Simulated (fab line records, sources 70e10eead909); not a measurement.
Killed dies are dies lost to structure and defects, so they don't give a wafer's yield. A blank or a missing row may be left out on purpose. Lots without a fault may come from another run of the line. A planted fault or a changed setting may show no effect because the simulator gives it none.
Chamber matching | flow nand_harc | NHARC_P_GATE_DEP_103 on pecvd-03: 3 sister chambers
The step deposits SiON, target thk 30 nm. 14 wafers are shown with their chamber, then 7 later ones without.

WAFERS WITH THEIR CHAMBER
wafer  | chamber | heater_power_w (W)
L163.1 | 0       | 785
L163.4 | 0       | 801
L163.6 | 2       | 744
L164.4 | 2       | 810
L164.5 | 1       | 791
L164.6 | 0       | 787
L176.2 | 2       | 736
L176.3 | 1       | 816
L176.4 | 1       | 815
L180.1 | 1       | 740
L180.5 | 2       | 688
L180.6 | 0       | 776
L182.3 | 2       | 794
L182.4 | 2       | 649

SIGNATURES (means of the wafers above)
reading        | chamber 0 | chamber 1 | chamber 2 | scatter within a chamber
heater_power_w | 787.25    | 790.50    | 736.83    | 45.6
Rule: a wafer's distance from a chamber is the root of the sum, over the readings, of the square of ((its reading less the chamber's mean) divided by the reading's scatter). The wafer belongs to the nearest chamber; if the next one is less than 2 further off, it can't be placed. The scatter: the root of (the sum of the squares of (reading less its chamber's mean) over the shown wafers, divided by (wafers less chambers)).

WAFERS WITHOUT THEIR CHAMBER
wafer  | heater_power_w (W)
L182.5 | 785
L183.1 | 654
L183.3 | 707
L183.5 | 691
L184.2 | 776
L184.4 | 768
L184.6 | 850

WHICH CHAMBER EACH WENT THROUGH
wafer  | from the rows above          | in truth
L182.5 | can't be placed: 0 or 1 or 2 | 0
L183.1 | can't be placed: 2 or 0 or 1 | 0
L183.3 | can't be placed: 2 or 0 or 1 | 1
L183.5 | can't be placed: 2 or 0 or 1 | 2
L184.2 | can't be placed: 0 or 1 or 2 | 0
L184.4 | can't be placed: 0 or 1 or 2 | 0
L184.6 | can't be placed: 1 or 0 or 2 | 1
Placed correctly: 0 of 7. Can't be placed from these rows: 7 (the true chamber is among the candidates in 7). Placed wrongly: 0.
